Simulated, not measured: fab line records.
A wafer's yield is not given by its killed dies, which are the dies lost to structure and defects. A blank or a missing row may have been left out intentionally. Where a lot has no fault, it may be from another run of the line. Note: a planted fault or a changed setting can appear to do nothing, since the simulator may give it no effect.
fab line records ; flow nand-harc
[record] lots = 5; wafers = 14; last-day = 25
route steps=1159 shown A_STAIRCASE@542 END@1159
lots that met no fault: from a run of the same line without faults
start-h: start of the lot's first displayed wafer, in hours after the record's first day ; wait-h: hours elapsed since this lot's preceding step ; " identical to the entry in the row above ; L1.1+2: several wafers, shown together as one row ; - no value present, or no start provided ; * or withheld: withheld ; < > ~ a bound
route shown NAME@n: names a module that has steps shown in the file, with the first one's number in the route ; usual: mean and standard deviation over wafers with no fault ; same: alike in all rows ; chamber/n: place in a boat ; sites: readings site by site ; _std_site: their standard deviation ; _edge_site: the outer-site mean with the inner-site mean subtracted ; radius-mm: for every site, how far away it sits from the centre of the wafer ; mask NAME#n: copy n ; behind: tool/chamber where the wafer was last shaped ; hold: why the lot was held/for how many hours/how that ended ; device: names the non-switching transistor (n, p or np) ; end of line: tests run on the same wafers once the route is complete ; where a step has no rows: the recipe by itself ; killed: dies that structure and defects cost at the first sort, which is not the same as the wafer's yield ; map: per-die view of a wafer (x killed, . not killed, _ where there is no die)
set.NAME: the setting that was run; set.NAME@STEP: the one run at that earlier step ; model.NAME: the simulator's own value behind a step, which no gauge read
lots seen at some steps along the route; tables by step, rows by wafer
services: a tool's chamber out of use, with start hour (start-h, from the record's first day; less than 0 if before it), hours out, and reason
[[steps]]
[step NHARC_A_STAIRCASE_EXPOSE_06]
[recipe] na = 0.5; dose-mj = 25.43; mask-id = STAIR
[step NHARC_A_STAIRCASE_PEB_07]
[recipe] peb-temp-c = 115; peb-time-s = 130
[step NHARC_A_STAIRCASE_DEVELOP_08]
[recipe] time-s = 140
[step NHARC_A_STAIRCASE_HARDBAKE_10]
[recipe] temp-c = 120; time-s = 140
[step NHARC_A_STAIRCASE_DESCUM_11]
[recipe] time-s = 3; o2-flow-sccm = 200; ar-flow-sccm = 0; bias-power-w = 0; chemistry = O2
[usual] chamber-pressure-mTorr = 59.99/0.056; drypump-motor-current-A = 5.8/0.47; oes-product-au = 1.000/0.015; rf-vpp-V = 57.7/0.9; showerhead-plenum-p-Torr = 1.90/0.093; throttle-valve-pct = 11.311/0.0096
lot.wafer;tool;chamber;start-h;wait-h;chamber-pressure-mTorr;drypump-motor-current-A;oes-product-au;rf-hours-counter-h;rf-vpp-V;showerhead-plenum-p-Torr;throttle-valve-pct
L781.3;rie-diel-10;3;228.89;-;60.00;6.0;1.004;22;57.9;1.97;11.290
L781.1;rie-diel-10;2;228.89;-;59.94;5.5;1.012;19;56.6;1.86;11.302
L781.6;rie-diel-10;2;228.89;-;60.00;5.6;1.005;-;57.5;1.86;11.326
L785.2;rie-diel-13;3;268.46;-;59.92;4.9;1.026;59;57.0;1.80;11.297
L785.3;rie-diel-13;1;268.46;-;59.97;5.6;0.995;67;57.7;1.86;11.311
L785.1;rie-diel-13;2;268.46;-;59.95;5.4;1.020;66;58.4;2.01;11.326
L798.2;rie-diel-10;3;339.99;-;60.05;6.0;0.996;67;58.3;1.96;11.313
L798.4;rie-diel-10;2;339.99;-;60.09;5.6;1.002;-;57.9;1.85;11.320
L801.1;rie-diel-13;2;375.09;-;59.99;5.4;0.988;34;58.4;1.99;11.289
L801.3;rie-diel-13;1;375.09;-;59.97;5.6;1.002;35;58.3;1.85;11.305
L801.6;rie-diel-13;3;375.09;-;60.01;5.0;1.027;-;57.6;1.79;11.308
L803.2;rie-diel-11;3;387.47;-;60.00;5.9;0.982;5;57.7;1.88;11.326
L803.1;rie-diel-11;0;387.47;-;59.95;6.0;0.987;4;56.7;1.92;11.294
L803.5;rie-diel-11;3;387.47;-;60.02;5.9;0.996;-;57.1;1.88;11.316
[step NHARC_A_STAIRCASE_TRIM_12]
[recipe] time-s = 211.2; o2-flow-sccm = 500; ar-flow-sccm = 0; bias-w = 0; chemistry = O2
[step NHARC_A_STAIRCASE_ETCH_13]
[recipe] target-depth-a = 1000; time-s = 40.5; ion-energy-ev = 400; c4f8-flow-sccm = 20; o2-flow-sccm = 10; ar-flow-sccm = withheld; rf-w = 600; bias-w = 1000; chemistry = C4F8/O2
[usual] chamber-pressure-mTorr = 24.998/0.024; oes-product-au = 0.939/0.017; rf-vpp-V = 895/5.8
lot.wafer;tool;chamber;start-h;wait-h;chamber-pressure-mTorr;oes-product-au;rf-hours-counter-h;rf-vpp-V
L781.3;rie-diel-10;3;-;-;25.028;0.929;22;899
L781.1;rie-diel-10;1;-;-;24.999;0.936;22;887
L781.6;rie-diel-10;1;-;-;25.030;0.938;-;887
L785.1;rie-diel-13;3;-;-;24.967;0.964;60;888
L785.3;rie-diel-13;1;-;-;24.988;0.948;67;893
L785.2;rie-diel-13;2;-;-;24.988;0.962;66;902
L798.2;rie-diel-10;3;-;-;25.014;0.926;67;898
L798.4;rie-diel-10;2;-;-;25.011;0.939;-;890
L801.3;rie-diel-13;1;-;-;25.004;0.935;35;892
L801.1;rie-diel-13;3;-;-;25.006;0.946;33;888
L801.6;rie-diel-13;0;-;-;24.981;0.960;-;905
L803.1;rie-diel-11;0;-;-;24.974;0.924;4;897
L803.2;rie-diel-11;2;-;-;24.965;0.939;6;896
L803.5;rie-diel-11;3;-;-;25.019;0.921;-;894
[step NHARC_A_STAIRCASE_TRIM_14]
[recipe] time-s = 211.2; o2-flow-sccm = 500; ar-flow-sccm = 0; bias-w = 0; chemistry = O2
[usual] chamber-pressure-mTorr = 60.00/0.054; drypump-motor-current-A = 5.8/0.45; oes-product-au = 1.000/0.014; rf-vpp-V = 57.8/0.84; showerhead-plenum-p-Torr = 3.51/0.16; throttle-valve-pct = 17.037/0.0094
lot.wafer;tool;chamber;start-h;wait-h;chamber-pressure-mTorr;drypump-motor-current-A;oes-product-au;rf-hours-counter-h;rf-vpp-V;showerhead-plenum-p-Torr;throttle-valve-pct
L781.3;rie-diel-10;1;-;-;59.96;6.3;1.015;22;57.2;3.28;17.042
L781.1;rie-diel-10;3;-;-;59.98;6.0;0.992;22;58.2;3.63;17.043
L781.6;rie-diel-10;1;-;-;59.96;6.3;1.012;-;56.8;3.28;17.036
L785.1;rie-diel-13;3;-;-;60.00;5.0;1.022;60;57.4;3.34;17.027
L785.2;rie-diel-13;0;-;-;59.96;5.2;1.044;66;56.7;3.27;17.029
L785.3;rie-diel-13;1;-;-;60.02;5.6;0.978;67;57.2;3.44;17.026
L798.2;rie-diel-10;0;-;-;59.99;6.3;0.996;32;59.2;3.72;17.028
L798.4;rie-diel-10;2;-;-;59.99;5.6;1.013;-;58.3;3.41;17.047
L801.1;rie-diel-13;1;-;-;60.02;5.6;0.999;35;58.6;3.42;17.045
L801.3;rie-diel-13;3;-;-;59.97;4.9;1.027;33;57.7;3.32;17.037
L801.6;rie-diel-13;2;-;-;60.05;5.4;0.986;-;58.5;3.67;17.022
L803.1;rie-diel-11;0;-;-;60.10;6.1;0.984;4;57.5;3.55;17.029
L803.2;rie-diel-11;1;-;-;60.05;5.2;1.005;4;58.5;3.31;17.047
L803.5;rie-diel-11;0;-;-;59.91;6.0;0.988;-;56.8;3.55;17.020
[step NHARC_A_STAIRCASE_ETCH_15]
[recipe] target-depth-a = 1000; time-s = 40.5; ion-energy-ev = 400; c4f8-flow-sccm = 20; o2-flow-sccm = 10; ar-flow-sccm = withheld; rf-w = 600; bias-w = 1000; chemistry = C4F8/O2
[step NHARC_A_STAIRCASE_TRIM_16]
[recipe] time-s = 211.2; o2-flow-sccm = 500; ar-flow-sccm = 0; bias-w = 0; chemistry = O2
[step NHARC_A_STAIRCASE_ETCH_17]
[recipe] target-depth-a = 1000; time-s = 40.5; ion-energy-ev = 400; c4f8-flow-sccm = 20; o2-flow-sccm = 10; ar-flow-sccm = withheld; rf-w = 600; bias-w = 1000; chemistry = C4F8/O2
[usual] chamber-pressure-mTorr = 24.997/0.022; oes-product-au = 0.940/0.014; rf-vpp-V = 895/5.8
lot.wafer;tool;chamber;start-h;wait-h;chamber-pressure-mTorr;oes-product-au;rf-hours-counter-h;rf-vpp-V
L781.1;rie-diel-10;3;-;-;25.040;0.930;23;899
L781.3;rie-diel-10;1;-;-;25.020;0.938;22;886
L781.6;rie-diel-10;2;-;-;25.009;0.945;-;893
L785.1;rie-diel-13;3;-;-;24.996;0.963;60;889
L785.3;rie-diel-13;0;-;-;24.999;0.984;66;886
L785.2;rie-diel-13;1;-;-;25.002;0.949;68;894
L798.2;rie-diel-10;2;-;-;25.019;0.943;65;893
L798.4;rie-diel-10;2;-;-;25.018;0.948;-;893
L801.3;rie-diel-13;2;-;-;24.995;0.926;35;900
L801.1;rie-diel-13;3;-;-;25.020;0.953;33;890
L801.6;rie-diel-13;1;-;-;25.007;0.937;-;891
L803.2;rie-diel-11;2;-;-;24.991;0.929;6;896
L803.1;rie-diel-11;3;-;-;25.001;0.941;6;893
L803.5;rie-diel-11;2;-;-;25.055;0.931;-;897
[step NHARC_A_STAIRCASE_TRIM_18]
[recipe] time-s = 211.2; o2-flow-sccm = 500; ar-flow-sccm = 0; bias-w = 0; chemistry = O2
[usual] chamber-pressure-mTorr = 60.00/0.06; drypump-motor-current-A = 5.8/0.45; oes-product-au = 1.002/0.014; rf-vpp-V = 57.7/0.89; showerhead-plenum-p-Torr = 3.52/0.15; throttle-valve-pct = 17.036/0.0081
lot.wafer;tool;chamber;start-h;wait-h;chamber-pressure-mTorr;drypump-motor-current-A;oes-product-au;rf-hours-counter-h;rf-vpp-V;showerhead-plenum-p-Torr;throttle-valve-pct
L781.1;rie-diel-10;2;230.05;-;60.15;5.5;1.013;20;58.0;3.44;17.040
L781.3;rie-diel-10;1;230.05;-;59.99;6.3;1.005;22;56.7;3.28;17.022
L781.6;rie-diel-10;1;230.05;-;60.08;6.3;0.993;-;57.3;3.28;17.039
L785.3;rie-diel-13;1;269.24;-;59.96;5.6;0.999;68;57.5;3.44;17.031
L785.2;rie-diel-13;2;269.24;-;59.92;5.4;1.021;66;57.0;3.69;17.035
L785.1;rie-diel-13;0;269.24;-;60.07;5.2;1.049;66;57.4;3.27;17.027
L798.2;rie-diel-10;0;341.09;-;60.01;6.3;1.204;32;59.0;3.71;17.026
L798.4;rie-diel-10;3;341.09;-;59.99;6.0;0.986;-;56.7;3.60;17.039
L801.1;rie-diel-13;1;376.35;-;59.96;5.6;1.006;36;58.0;3.42;17.037
L801.3;rie-diel-13;2;376.35;-;60.05;5.5;0.990;35;59.7;3.67;17.046
L801.6;rie-diel-13;2;376.35;-;60.10;5.4;1.003;-;57.6;3.67;17.040
L803.2;rie-diel-11;1;388.39;-;59.99;5.2;1.002;5;56.6;3.31;17.033
L803.1;rie-diel-11;3;388.39;-;60.01;5.9;0.988;6;57.0;3.47;17.032
L803.5;rie-diel-11;0;388.39;-;59.99;6.1;0.989;-;56.2;3.55;17.037
[step NHARC_A_STAIRCASE_ETCH_19]
[recipe] target-depth-a = 1000; time-s = 40.5; ion-energy-ev = 400; c4f8-flow-sccm = 20; o2-flow-sccm = 10; ar-flow-sccm = withheld; rf-w = 600; bias-w = 1000; chemistry = C4F8/O2
[usual] chamber-pressure-mTorr = 25.001/0.024; oes-product-au = 0.940/0.014; rf-vpp-V = 895/6
lot.wafer;tool;chamber;start-h;wait-h;chamber-pressure-mTorr;oes-product-au;rf-hours-counter-h;rf-vpp-V
L781.1;rie-diel-10;3;-;-;25.019;0.933;23;899
L781.3;rie-diel-10;1;-;-;25.046;0.938;23;887
L781.6;rie-diel-10;3;-;-;25.001;0.936;-;899
L785.2;rie-diel-13;1;-;-;25.010;0.941;68;893
L785.3;rie-diel-13;2;-;-;24.979;0.955;66;902
L785.1;rie-diel-13;0;-;-;25.021;0.994;66;886
L798.2;rie-diel-10;2;-;-;25.025;0.948;65;891
L798.4;rie-diel-10;2;-;-;24.939;0.951;-;891
L801.3;rie-diel-13;1;-;-;24.961;0.947;36;892
L801.1;rie-diel-13;3;-;-;25.049;0.954;33;887
L801.6;rie-diel-13;1;-;-;25.027;0.933;-;892
L803.2;rie-diel-11;2;-;-;24.955;0.949;6;896
L803.1;rie-diel-11;3;-;-;25.023;0.927;6;893
L803.5;rie-diel-11;1;-;-;24.999;0.954;-;887
[step NHARC_END_SORT_01]
[recipe] temp-c = 25
[usual] killed-at-array = 27/10; killed-at-other = 0.6/0.83; killed-at-periphery = 2.4/1.8; killed-dies = 30/10; killed-open = 3.3/1.7; killed-short = 1.8/1.4
[same] gross-dies = 677
lot.wafer;tool;chamber;start-h;wait-h;killed-at-array;killed-at-other;killed-at-periphery;killed-dies;killed-open;killed-short
L781.1;prober-01;0;444.78;2.5;22;0;2;24;3;4
L781.3;prober-01;0;446.38;3.1;19;0;2;21;2;1
L781.6;prober-01;0;448.77;4.0;31;1;5;37;1;5
L785.1;prober-02;0;477.92;2.5;17;1;2;20;5;1
L785.2;prober-02;0;478.72;2.8;16;2;0;18;4;2
L785.3;prober-02;0;479.51;3.1;17;2;0;19;3;2
L798.2;prober-02;0;544.74;2.8;240;0;1;241;1;0
L803.1;prober-02;0;586.35;2.5;29;0;4;33;4;1
L803.2;prober-02;0;587.15;2.8;25;2;3;30;4;3
L803.5;prober-02;0;589.53;3.7;27;0;1;28;2;1
// killed by level:class
L781.1 A_CHANNEL_HOLE_D1:chamber-film-flake=11 A_SLIT:chamber-film-flake=3 A_CONTACT:geometric-particle:open=2 P_CONTACT:geometric-particle:open=1 P_M0:geometric-particle:short=1 A_ONON_D1:geometric-particle:short=1 A_CHANNEL_FILL_D1:geometric-particle:short=1 A_WL_FILL:geometric-particle:short=1
L781.3 A_CHANNEL_HOLE_D1:chamber-film-flake=9 A_SLIT:chamber-film-flake=6 P_CONTACT:geometric-particle:short=1 A_SOURCE_PLATE:geometric-particle:open=1 A_WL_FILL:geometric-particle:open=1 P_STI:chamber-film-flake=1 A_ZERO_WELL:chamber-film-flake=1 A_CONTACT:chamber-film-flake=1
L781.6 A_CHANNEL_HOLE_D1:chamber-film-flake=14 A_SLIT:chamber-film-flake=8 A_CONTACT:chamber-film-flake=3 P_BONDPAD:chamber-film-flake=2 P_M0:geometric-particle:short=1 P_M1:geometric-particle:short=1 A_ONON_D1:geometric-particle:short=1 A_ONON_D1:geometric-particle:open=1
L785.1 A_STAIRCASE:chamber-film-flake=4 P_M0:geometric-particle:open=2 A_CHANNEL_HOLE_D1:chamber-film-flake=2 A_SLIT:chamber-film-flake=2 A_CONTACT:chamber-film-flake=2 A_SOURCE_PLATE:geometric-particle:short=1 A_ONON_D1:geometric-particle:open=1 A_CHANNEL_FILL_D1:geometric-particle:open=1
L785.2 A_STAIRCASE:chamber-film-flake=4 A_CHANNEL_HOLE_D1:chamber-film-flake=3 A_CONTACT:geometric-particle:open=2 A_WL_FILL:chamber-film-flake=2 A_ONON_D1:geometric-particle:short=1 A_SGD_CUT:geometric-particle:open=1 A_M0:geometric-particle:open=1 STARTING-WAFER:geometric-particle:short=1
L785.3 A_CHANNEL_HOLE_D1:chamber-film-flake=4 A_CONTACT:chamber-film-flake=3 A_STAIRCASE:chamber-film-flake=2 THIN_TSV:chamber-film-flake=2 A_ONON_D1:geometric-particle:short=1 A_CHANNEL_FILL_D1:geometric-particle:open=1 A_WL_FILL:geometric-particle:open=1 A_CONTACT:geometric-particle:open=1
L798.2 A_STAIRCASE:area-trim=218 A_CHANNEL_HOLE_D1:chamber-film-flake=15 A_CONTACT:chamber-film-flake=5 A_CHANNEL_HOLE_D1:geometric-particle:open=1 P_STI:chamber-film-flake=1 A_STAIRCASE:chamber-film-flake=1
L803.1 A_SLIT:chamber-film-flake=24 A_M1:geometric-particle:open=2 P_STI:chamber-film-flake=2 P_GATE:geometric-particle:open=1 A_CONTACT:geometric-particle:short=1 A_M0:geometric-particle:open=1 P_GATE:chamber-film-flake=1 A_CONTACT:chamber-film-flake=1
L803.2 A_SLIT:chamber-film-flake=14 A_CHANNEL_FILL_D1:geometric-particle:open=2 A_STAIRCASE:chamber-film-flake=2 THIN_TSV:chamber-film-flake=2 P_M1:geometric-particle:open=1 A_ONON_D1:geometric-particle:short=1 A_WL_FILL:geometric-particle:short=1 A_CONTACT:geometric-particle:open=1
L803.5 A_SLIT:chamber-film-flake=21 A_CONTACT:chamber-film-flake=2 A_ONON_D1:geometric-particle:short=1 A_WL_FILL:geometric-particle:open=1 A_CONTACT:geometric-particle:open=1 P_GATE:chamber-film-flake=1 A_ZERO_WELL:chamber-film-flake=1
// map L798.2 (x killed, . not)
____________.____________
_________.x....._________
_______...x......._______
______....x........______
_____......x........_____
____........x........____
____.......x.....x...____
___x...x.......xx.....___
___.......x..xx.......___
__........x.x..x.......__
__...x..xx...xx.xxx....__
_.......xxx.x..xxxx....._
_.......x.xxxxxx.xx..x.._
_....x.....xx..xx.x....._
_......xxx.x.xxxx..xxx.._
_.....xxx..xxx.xxxx....._
.......xxxxxxxx.xx.x.....
...x..xxxxx.xxxxxxx.x....
........xxxxxxxxxxxx..x..
.....xx.xxxxxxxxx.x.x....
.....x..xxxxxxxxx....x...
_...x...xx.x.xxxxxx....._
_....x..x.xxx.xx..xxxx.._
_...xxxxxx...x.xxxx.x..._
_....xxxxx..xx.x.xxxx..._
_....xxxx.xxxx.xxxx...x._
__..x...x.x.xxxxx..x..x__
__..x.x.xxxxxx...x.x...__
___......xxxx.x.x.....___
___.....x.xxxxxx.xx...___
____...x.x.x..xx...x.____
____....x.xx..xx.....____
_____....x.x.x......_____
______..........x..______
_______.........x._______
_________......._________
____________.____________
// map L781.6 (x killed, . not)
____________.____________
_________......._________
_______x..x......._______
______.............______
_____..............._____
____.................____
____.................____
___...................___
___........x..........___
__..............x..x...__
__.....................__
_......................._
_......................._
_.........xx..x.x......._
_............x..x......._
_......xx.....xx........_
..............x..........
...........x.............
.........................
x........................
.........................
_......................._
_......................._
_......x................_
_.........x..x.........._
_.........x..........x.._
__......x.x............__
__......x.xx...........__
___....x..x...........___
___.......x..x........___
____....xx...........____
____...x...x.........____
_____..............._____
______.............______
_______......x...._______
_________......._________
____________.____________
[[services]]
tool;chamber;start-h;hours;kind
rie-diel-13;0;206.12;-;clean
rie-diel-13;1;206.12;-;clean
rie-diel-13;2;206.12;-;clean
rie-diel-13;3;206.12;-;clean
rie-diel-10;2;206.85;1.4;repair
rie-diel-13;3;214.06;10.1;repair
rie-diel-13;0;230.62;-;clean
rie-diel-13;1;230.62;-;clean
rie-diel-13;2;230.62;-;clean
rie-diel-13;3;230.62;-;clean
rie-diel-11;-;237.80;0.4;repair
rie-diel-13;0;255.18;-;clean
rie-diel-13;1;255.18;-;clean
rie-diel-13;2;255.18;-;clean
rie-diel-13;3;255.18;-;clean
rie-diel-13;0;276.00;9.0;vent-cycle
rie-diel-13;1;276.00;9.0;vent-cycle
rie-diel-13;2;276.00;9.0;vent-cycle
rie-diel-13;0;285.00;-;clean
rie-diel-13;0;285.00;-;consumable-replace:showerhead
rie-diel-10;2;344.04;9.2;repair
rie-diel-10;-;353.50;9.0;pm
rie-diel-11;-;366.65;9.0;pm
rie-diel-10;3;373.61;6.9;repair
[[key]]
[first-sign] step = NHARC_A_STAIRCASE_TRIM_18; reading = oes-product-au; direction = up; sigmas = 15; usual = 1.002; struck = 1.204
[effect] step = NHARC_END_SORT_01; reading = killed-at-array; direction = up; sigmas = 21; usual = 27; struck = 240
[more-kills-born-at] NHARC_A_STAIRCASE_TRIM_18@rie-diel-10 = 218
met-at NHARC_A_STAIRCASE_TRIM_18
struck-wafers L798.2
tester-left-out L798
onset-between 230.05 341.09
[fault] kind = process-parameter-drift; tool = rie-diel-10; chamber = -; onset-h = 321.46; steps = NHARC_A_STAIRCASE_TRIM_18; channel = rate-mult; offset = 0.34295; shape = step; end-h = 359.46; scope = struck-wafers-only
// tester-left-out: of these lots the tester's yield and bins aren't shown, on N5 and GAA mostly nor the transistor test; their killed dies are dies lost to structure and defects alone, not to doping, threshold or leakage, so they don't give the yield
